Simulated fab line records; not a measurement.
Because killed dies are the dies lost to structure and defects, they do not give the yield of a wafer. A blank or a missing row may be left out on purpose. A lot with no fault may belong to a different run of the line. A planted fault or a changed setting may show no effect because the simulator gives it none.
Comparing a struck lot with a sound one | flow n5 finfet | 42 steps out of a route of 1938
Sound: these wafers, L339.2, L339.5, L339.6. Struck: wafer L346.5 (L346.2, L346.4, from the same lot, were not struck and are left out); the cause is given at the end.
Each step with rows lists, per side, the tool, then ch with its chambers, then its first start. Under that, the readings that differ: sound wafers | struck wafers | difference of the means | sigmas: that difference in standard deviations of wafers without a fault.
alike: readings with means less than 2 such deviations apart, plus words and numbers identical on both sides. not compared: withheld readings, readings lacking a value on some wafer, bounds such as >300 that could conceal the same value, and numbers that have no deviation in the record and whose values overlap.
A row with sigmas, a row that says differs or no value, or rows on one side alone: a step with any of these is where the two part. Numbers that have no deviation but don't overlap get no sigmas and don't part them. Lack of a reading on every wafer of one side parts them only where that side has two or more wafers.

first, 11 steps without rows for these wafers: N5_DUMMY_GATE_ETCH_36 (etches SiARC in CF4, target depth 13 nm); N5_DUMMY_GATE_ETCH_37 (etches SOC in N2/H2, target depth 60 nm, overetch 30 nm); N5_DUMMY_GATE_STRIP_38 (strips in N2/H2); N5_DUMMY_GATE_STRIP_39 (strips in N2/H2); N5_DUMMY_GATE_TRIM_49 (chemistry O2, time 29 s, target cd 14 nm); N5_DUMMY_GATE_STRIP_40 (strips in CF4); N5_DUMMY_GATE_ETCH_31 (etches SiO2 in C4F6/O2, target depth 82.5 nm, time 27.5 s); N5_DUMMY_GATE_STRIP_41 (strips in O2); N5_DUMMY_GATE_HM_OPEN_21 (chemistry CH3F/O2, target SiNx, target depth 120 nm, time 171.4 s); N5_DUMMY_GATE_ETCH_32 (etches SiO2 in CF4, target depth 3.5 nm, time 3.9 s); N5_DUMMY_GATE_ETCH_23 (etches poly-Si in HBr/Cl2/O2, target depth 41 nm, time 22.3 s).
N5_DUMMY_GATE_ETCH_44: etches poly-Si in HBr/O2, stops on SiO2, target depth 127.5 nm.
  sound on rie si-03 ch 0,1,2, day 5 00:02; struck on rie si-03 ch 1, day 6 18:59
  alike: drypump motor current A, oes product au, throttle valve pct
  not compared: rf hours counter h
then, 7 steps without rows for these wafers: N5_DUMMY_GATE_ETCH_42 (etches SiO2 in CHF3/O2, target depth 3.5 nm, time 31 s); N5_DUMMY_GATE_STRIP_48 (strips in N2/H2, time 20 s); N5_DUMMY_GATE_PRECLEAN_33 (cleans in dHF, time 10 s); N5_DUMMY_GATE_PRECLEAN_25 (cleans in O3/DIW, time 45 s); N5_DUMMY_GATE_PRECLEAN_51 (cleans in SC2, time 45 s); N5_DUMMY_GATE_SRD_26 (time 30 s); N5_DUMMY_GATE_UV_OZONE_45 (time 120 s).
N5_DUMMY_GATE_INSPECT_27: inspects for defects (brightfield).
  struck on defect inspect-02, day 6 19:23; sound on defect inspect-01, day 5 00:26
  reading          | sound       | struck | difference | sigmas
  raw defect count | 239 386 332 | 639    | +320       | +4
then, 3 steps without rows for these wafers: N5_SPACER0_ALD_07 (deposits SiNx, target thk 2 nm); N5_SPACER0_ALD_00 (deposits SiOCN, target thk 3.5 nm, pulse time 3 s, purge time 2 s); N5_SPACER0_ALD_08 (deposits SiNx, target thk 2 nm).
N5_SPACER0_INSPECT_04: inspects for defects (darkfield).
  struck on defect inspect-02, day 6 20:19; sound on defect inspect-01, day 5 01:02
  reading          | sound       | struck | difference | sigmas
  raw defect count | 108 158 137 | 528    | +394       | +13
then, 8 steps without rows for these wafers: N5_SD_EPI_N_COAT_32 (time 60 s, resist thk 350 nm); N5_SD_EPI_N_COAT_33 (time 60 s, resist thk 35 nm); N5_SD_EPI_N_COAT_03 (resist thk 150 nm); N5_SD_EPI_N_EBR_05; N5_SD_EPI_N_SOFTBAKE_04 (time 60 s); N5_SD_EPI_N_EXPOSE_06 (exposes mask SD N BLK, target cd 120 nm); N5_SD_EPI_N_PEB_07 (peb time 60 s); N5_SD_EPI_N_DEVELOP_08 (develop time 30 s).
N5_SD_EPI_N_INSPECT_11: inspects for defects (macro).
  struck on defect inspect-01, day 6 20:39; sound on defect inspect-02, day 5 01:22
  reading          | sound | struck | difference | sigmas
  raw defect count | 0 2 2 | >300   | differs    |
then, 5 steps without rows for these wafers: N5_SD_EPI_N_DESCUM_14 (chemistry O2, time 7.9 s); N5_SD_EPI_N_ETCH_34 (etches SiARC in CF4, target depth 45.5 nm, time 75.8 s); N5_SD_EPI_N_ETCH_35 (etches SOC in N2/H2, overetch 108 nm, time 486 s); N5_SD_EPI_N_STRIP_36 (strips in N2/H2); N5_SD_EPI_N_ETCHBACK_44 (etches SiNx in CH3F/O2, stops on SiO2, target depth 14.5 nm).
N5_SD_EPI_N_INSPECT_26: inspects for defects (darkfield).
  struck on defect inspect-02, day 7 02:21; sound on defect inspect-01, day 5 06:20
  reading          | sound       | struck | difference | sigmas
  raw defect count | 174 207 173 | 571    | +386       | +9
N5_SD_EPI_P_INSPECT_26: inspects for defects (darkfield).
  struck on defect inspect-01, day 7 06:27; sound on defect inspect-02, day 5 11:16
  reading          | sound       | struck | difference | sigmas
  raw defect count | 130 203 153 | 560    | +398       | +11
-- record jumps: 6 days separate the struck wafers' starts on either side; left off in module SD_EPI_P, taken up again in module BEOL_M4, whose first shown step is the route's number 1111 --
N5_BEOL_M4_RC_MEAS_101:
  sound on prober-02 ch 0, day 11 23:04; struck on prober-01 ch 0, day 13 14:05
  alike: DIBL_N, DIBL_P, IOFF_N, IOFF_P, ION_N, ION_P, SS_N, SS_P, VT_N, VT_P
-- a jump in the record: the struck wafers' starts before and after are 5 days apart (it breaks off in module BEOL_M4 and resumes in module PASSIVATION, where the first step shown is number 1936 of the route) --
N5_PASSIVATION_PROBE_49:
  struck on prober-02, day 18 05:45; sound on prober-01, day 16 23:56
  reading                  | sound          | struck | difference | sigmas
  defect limited yield (%) | 91.1 92.5 90.1 | 84.7   | -6.5       | -5
  killed at front end      | 28 32 42       | 125    | +91        | +8
  killed at other          | 14 5 5         | 1      | -7         | -2
  killed dies              | 105 88 117     | 180    | +77        | +5
  killed on rim            | 14 11 11       | 25     | +13        | +3
  sort_bin_5_function (%)  | 5.2 4.2 5.2    | 9.5    | +4.6       | +5
  sort n pass              | 1075 1092 1063 | 1000   | -77        | -5
  sort yield pct (%)       | 91.1 92.5 90.1 | 84.7   | -6.5       | -5
  alike: killed_at_M0_to_M3, killed_at_M4_up, killed at contacts, killed open, killed short, sort_bin_6_memory, sort_bin_8_speed

WHERE THEY PART
First at N5_DUMMY_GATE_INSPECT_27; last, within this record, at N5_PASSIVATION_PROBE_49.

WHY: what the simulator had put in
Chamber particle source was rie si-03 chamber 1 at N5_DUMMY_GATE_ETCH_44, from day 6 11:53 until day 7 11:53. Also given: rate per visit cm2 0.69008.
